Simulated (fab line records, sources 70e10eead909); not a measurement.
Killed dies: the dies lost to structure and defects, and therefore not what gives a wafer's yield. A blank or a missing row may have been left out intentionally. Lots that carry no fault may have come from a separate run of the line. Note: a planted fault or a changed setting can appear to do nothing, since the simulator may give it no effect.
Chamber matching :: flow nand-harc :: NHARC_A_M1_DEP_33 on pecvd-04: 3 sister chambers
The step deposits SiCN, target thk 30 nm. 3 wafers are shown with their chamber, then 7 later ones without.

## WAFERS, EACH WITH ITS CHAMBER
wafer: L078.2
chamber: 2
heater-power-w (W): 540

wafer: L083.2
chamber: 0
heater-power-w (W): 510

wafer: L083.5
chamber: 1
heater-power-w (W): 434

## WAFERS WITHOUT THEIR CHAMBER
wafer: L083.6
heater-power-w (W): 587

wafer: L089.3
heater-power-w (W): 561

wafer: L089.5
heater-power-w (W): 438

wafer: L089.6
heater-power-w (W): 564

wafer: L092.3
heater-power-w (W): 507

wafer: L092.4
heater-power-w (W): 379

wafer: L092.6
heater-power-w (W): 514

## CHAMBER TAKEN BY EACH
wafer: L083.6
from the rows above: can't be placed: 2 or 0
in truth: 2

wafer: L089.3
from the rows above: can't be placed: 2 or 0
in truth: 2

wafer: L089.5
from the rows above: 1
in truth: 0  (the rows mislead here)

wafer: L089.6
from the rows above: can't be placed: 2 or 0
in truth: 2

wafer: L092.3
from the rows above: can't be placed: 0 or 2
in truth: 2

wafer: L092.4
from the rows above: 1
in truth: 1

wafer: L092.6
from the rows above: can't be placed: 0 or 2
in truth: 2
Placed correctly: 1 of 7. Not placeable from these rows: 5 (in 5, the candidates include the true chamber). 1 placed wrongly.
How it was worked out, from the rows above alone: a wafer's distance from a chamber is the root of the sum, over the readings, of the square of ((its reading less the chamber's mean) divided by the reading's scatter). The wafer belongs to the nearest chamber; if the next one is less than 2 further off, it can't be placed. Each chamber's mean is taken over the wafers shown for it. The scatter: with one shown wafer a chamber, the root of the mean of the squares of how far each hidden wafer lies from its nearest shown one.
